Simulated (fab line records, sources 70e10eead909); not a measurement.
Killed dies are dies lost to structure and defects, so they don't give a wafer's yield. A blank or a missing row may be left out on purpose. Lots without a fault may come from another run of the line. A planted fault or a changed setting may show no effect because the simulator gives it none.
Which tool did it? | flow nand_harc | 11 lots, 33 wafers sampled, at 1 step of a route of 1302

WHAT THE GAUGES READ, wafer by wafer
NHARC_A_CHANNEL_FILL_D2_INSPECT_13.
lot  | measured     | on                | raw_defect_count
L075 | day 16 06:34 | defect_inspect-01 | 440 329 304
L078 | day 16 20:02 | defect_inspect-02 | 634 375 580
L081 | day 17 23:52 | defect_inspect-01 | 424 279 324
L084 | day 19 03:28 | defect_inspect-02 | 388 415 373
L083 | day 19 15:45 | defect_inspect-01 | 225 174 397
L085 | day 19 21:44 | defect_inspect-01 | 413 406 489
L089 | day 22 01:27 | defect_inspect-01 | 534 380 400
L090 | day 22 05:44 | defect_inspect-01 | 208 253 228
L093 | day 23 21:29 | defect_inspect-01 | 724 522 584
L095 | day 24 01:04 | defect_inspect-02 | 320 285 316
L097 | day 25 20:34 | defect_inspect-02 | 643 559 773

WHICH TOOL RAN EACH LOT (tool, then ch and the chambers of the sampled wafers, then the start)
The record holds no process step before these readings.

THE ANSWER, worked out from the rows above alone
Rule: what is usual is taken from the lots themselves. Put in order of their means at a reading, lots are off if they are a third of the lots or fewer, leave a main group of 4 or more, and stand apart from it by a gap of 3 or more times the standard deviation of the main group's means; of several such gaps the widest counts. A main group whose means are all the same, to the digits that the tables above print for the reading, isn't used. A lot without any number at a reading at which 4 lots or more have one is off too. The other lots that the step has rows for count as sound.
No lot is off at any reading shown: from this, nothing can be told.

WHAT THE SIMULATOR HAD PUT IN
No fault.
